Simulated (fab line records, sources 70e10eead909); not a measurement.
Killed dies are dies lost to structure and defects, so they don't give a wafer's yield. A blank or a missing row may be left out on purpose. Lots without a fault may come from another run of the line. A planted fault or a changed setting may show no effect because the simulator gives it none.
Problem report in the 8D (eight disciplines) form, filled by code | flow nand_harc | the parts of the form that need people (team, actions taken, sign-off) are left out

1. THE PROBLEM
run_length_s at NHARC_A_BLC_ETCH_17 reads a mean of 391.4 s on 3 wafers of 3 lots; wafers without a fault read 630.7 s with a standard deviation of 0.56. That is -99 or more standard deviations from the usual mean.
The step: etches the open film in N2/H2, target depth 390 nm, time 609.38 s.
First seen on wafer L364.6, day 21 15:48, on rie_diel-12. The record holds 19 wafers of 7 lots with a number at this step. Rule for "out", or "out of limits": more than 4 standard deviations from the usual mean. The other wafers with a number count as sound.

2. WHAT IT IS AND WHAT IT IS NOT
question                    | is                     | is not
which readings at this step | run_length_s           | drypump_motor_current_A, n2_flow_sccm, oes_product_au, rf_vpp_V, showerhead_plenum_p_Torr, throttle_valve_pct
which lots                  | L364, L368, L369       | L350, L357, L370, L372
which wafers of those lots  | L364.6, L368.4, L369.6 | L364.5, L368.5, L369.2, L369.5
read on which tools         | rie_diel-12            | rie_diel-11, rie_diel-13
when                        | from day 21 15:48      | up to then (7 sound wafers); but 9 sound wafers of L368, L369, L370, L372 came after

3. SUSPECTS, AND WHAT RULES EACH OUT
Counting: a tool at a process step up to the reading stays a suspect if it ran every lot that is out. Sound lots after the first of them don't rule it out here, since some wafers of a struck lot are sound.
- rie_diel-12 at NHARC_A_BLC_DESCUM_15 (chemistry O2, time 3 s): kept. It ran every lot that is out, first L364 (day 21 15:23); its last sound lot up to then is L350 (day 17 19:59).
- rie_diel-12 at NHARC_A_BLC_ETCH_16 (etches the open film in CF4, target depth 39 nm, time 65 s): kept. It ran every lot that is out, first L364 (day 21 15:29); its last sound lot up to then is L350 (day 17 20:04).
- rie_diel-12 at NHARC_A_BLC_ETCH_17 (etches the open film in N2/H2, target depth 390 nm, time 609.38 s): kept. It ran every lot that is out, first L364 (day 21 15:48); its last sound lot up to then is L350 (day 17 20:12). Its own readings are out on those wafers: run_length_s.
Left after counting: rie_diel-12 at NHARC_A_BLC_DESCUM_15, rie_diel-12 at NHARC_A_BLC_ETCH_16, rie_diel-12 at NHARC_A_BLC_ETCH_17.

4. THE CAUSE (what the simulator had put in)
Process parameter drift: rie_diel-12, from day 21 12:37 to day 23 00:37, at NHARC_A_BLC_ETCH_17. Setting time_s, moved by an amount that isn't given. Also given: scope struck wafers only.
Counting left 3 suspects, and this tool is among them.

5. THE CHAIN OF EFFECTS, in route order
Each row: a reading whose mean over the struck wafers that have a number lies more than 3 standard deviations from the usual. Only readings for which the record gives a usual standard deviation are gone through. hours: the time from each lot's start at the first step in this table that gives one to its start at this step, as a median over the lots. sigmas: the change in usual standard deviations.
hours | step                | reading      | usual   | on struck wafers | change | sigmas
0     | NHARC_A_BLC_ETCH_17 | run_length_s | 630.7 s | 391.4            | -239.3 | -99 or more
The process steps in it:
- NHARC_A_BLC_ETCH_17: etches the open film in N2/H2, target depth 390 nm, time 609.38 s.
Later measuring or inspecting steps at which every struck wafer that the step has a row for has a number for every such reading, and none has moved that far: NHARC_A_BLC_CD_MEAS_19.

6. WHAT WOULD HAVE CAUGHT IT SOONER
In this record the first reading out of limits was taken at day 21 15:48, 3 hours after the fault began at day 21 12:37.
